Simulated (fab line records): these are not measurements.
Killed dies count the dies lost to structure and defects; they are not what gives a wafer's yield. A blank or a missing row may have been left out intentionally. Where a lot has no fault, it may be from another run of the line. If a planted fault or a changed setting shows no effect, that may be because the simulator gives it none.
Split-lot study | flow n5_finfet | route with 1938 steps; 7 lots, 21 wafers read

== THE SPLIT ITSELF ==
At N5_HKMG_FIN_ETCH_58 (etches SOC in N2/H2, target depth 215.8 nm, time 741 s), the setting source_w was moved away from the recipe's 875 W on 6 of the 21 wafers read, by -13.9% to +15.8%. This setting was run at the recipe's value on the other wafers.

The reading comes from the split's own step.

== THE READING ==
rf_vpp_V, in V, at N5_HKMG_FIN_ETCH_58 (etches SOC in N2/H2, target depth 215.8 nm, time 741 s). Fault-free wafers of this fab line usually give 99.0 V, standard deviation 0.88 V.

wafer  | tool, chamber at the split | source_w as run, W | against the recipe | rf_vpp_V, V | against lot-mates on the recipe
L078.4 | rie_diel-05, 0             | 1013               | +15.8%             | 94.0        | -4.8
L078.5 | rie_diel-05, 3             | 875                | recipe             | 98.8        | -
L078.6 | rie_diel-05, 2             | 1013               | +15.8%             | 93.2        | -5.6
L082.3 | rie_diel-03, 1             | 942.6              | +7.7%              | 96.9        | -3.6
L082.4 | rie_diel-03, 3             | 942.6              | +7.7%              | 96.0        | -4.5
L082.5 | rie_diel-03, 2             | 875                | recipe             | 100.5       | -
L085.2 | rie_diel-05, 3             | 875                | recipe             | 98.4        | -
L085.3 | rie_diel-05, 0             | 875                | recipe             | 99.0        | -
L085.5 | rie_diel-05, 3             | 875                | recipe             | 98.8        | -
L088.2 | rie_diel-06, 3             | 875                | recipe             | 99.7        | -
L088.3 | rie_diel-06, 2             | 875                | recipe             | 99.4        | -
L088.6 | rie_diel-06, 2             | 875                | recipe             | 98.6        | -
L089.1 | rie_diel-06, 0             | 875                | recipe             | 99.1        | -
L089.2 | rie_diel-06, 2             | 875                | recipe             | 100.7       | -
L089.5 | rie_diel-06, 1             | 875                | recipe             | 99.0        | -
L091.1 | rie_diel-06, 3             | 875                | recipe             | 100.4       | -
L091.3 | rie_diel-06, 1             | 875                | recipe             | 99.2        | -
L091.5 | rie_diel-06, 3             | 875                | recipe             | 100.3       | -
L093.2 | rie_diel-06, 1             | 753.8              | -13.9%             | 104.1       | +5.7
L093.5 | rie_diel-06, 0             | 753.8              | -13.9%             | 104.4       | +6.0
L093.6 | rie_diel-06, 1             | 875                | recipe             | 98.4        | -

THE FIT
A straight line over all 21 wafers: rf_vpp_V changes by -0.361 V for each +1% of source_w; r = -0.97; the points scatter about the line by 0.7 V.
The same after taking each lot's own level away (the mean of its wafers on the recipe; 21 wafers): -0.389 V for each +1%; r = -0.97; scatter 0.67 V.
On that fit, the largest move of source_w shifts the reading by 6.1 V.
The lots' own levels span 98.40 to 100.50 V, that is 2.4 times the standard deviation above.
Hence the lot-to-lot level has little effect on the slope; both slopes agree.
Check: with one of the wafers moved furthest among these (+15.8%) left out of the fit, the line predicts -6.59 V for it against its lot-mates. Against them it came out at -4.8 V.
Tool readings at the split's step, against how far the setting was moved: rf_vpp_V r = -0.97.

== FURTHER SPLITS ON THESE WAFERS ==
Note: prior to the reading, these wafers also went through further splits. Each is held against what the fit with the lots' levels taken away leaves over:
other split on the same wafers     | wafers away from the commonest value | r with rf_vpp_V (lot level and that fit taken away)
N5_SD_EPI_N_PEB_07 peb_temp_c      | 7                                    | -0.40
N5_SD_EPI_N_ETCH_45 target_depth_a | 10                                   | -0.39
N5_SD_EPI_P_ETCH_36 bias_w         | 5                                    | -0.09
N5_HKMG_FIN_EXPOSE_46 dose_mj      | 9                                    | +0.36

== FILE'S OWN FIT ==
rf_vpp_V changes by -0.388 V for each +1% of source_w, r = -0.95.
